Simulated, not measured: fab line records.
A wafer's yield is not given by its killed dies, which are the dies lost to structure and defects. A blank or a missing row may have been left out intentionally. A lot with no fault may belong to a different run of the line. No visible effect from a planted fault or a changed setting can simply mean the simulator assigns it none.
Which tool is to blame? + flow n5Finfet + 12 lots, 36 wafers sampled, at 1 step of a route of 1938

WHAT THE GAUGES READ, wafer by wafer
N5_BEOL_M9_CD_MEAS_11: target cd 64.1 nm.
| lot  | measured     | on       | cdNm (nm)      |
|------|--------------|----------|----------------|
| L075 | day 10 04:01 | cdSem-03 | 63.0 63.3 63.7 |
| L076 | day 10 22:57 | cdSem-01 | 62.7 63.5 64.6 |
| L079 | day 11 06:16 | cdSem-01 | 64.2 63.1 64.0 |
| L082 | day 12 08:14 | cdSem-01 | 62.7 63.2 63.1 |
| L083 | day 12 15:12 | cdSem-01 | 63.4 63.5 63.0 |
| L085 | day 13 10:52 | cdSem-02 | 63.8 63.8 63.3 |
| L088 | day 13 20:35 | cdSem-01 | 64.2 62.4 64.1 |
| L090 | day 14 15:07 | cdSem-01 | 64.1 64.3 64.0 |
| L091 | day 15 04:59 | cdSem-03 | 62.6 63.3 62.9 |
| L095 | day 15 17:59 | cdSem-03 | 63.7 63.8 62.9 |
| L094 | day 15 18:31 | cdSem-03 | 63.3 63.5 63.6 |
| L096 | day 16 03:20 | cdSem-01 | 63.3 62.9 63.9 |

EACH LOT AND THE TOOL THAT RAN IT (in order: tool; ch and the chambers of the sampled wafers; start)
Record: no process step prior to these readings.

THE ANSWER, worked out from the rows above alone
Rule: usual is defined by the lots themselves. Put in order of their means at a reading, lots are off if they are a third of the lots or fewer, leave a main group of 4 or more, and stand apart from it by a gap of 3 or more times the standard deviation of the main group's means; of several such gaps the widest counts. Not used: any main group whose means are identical at the precision the tables above print for the reading. Also off: a lot with no number at a reading for which 4 or more lots have one. The other lots that the step has rows for count as sound.
No lot is off at any reading shown: from this, nothing can be told.

WHAT HAD BEEN PUT IN BY THE SIMULATOR
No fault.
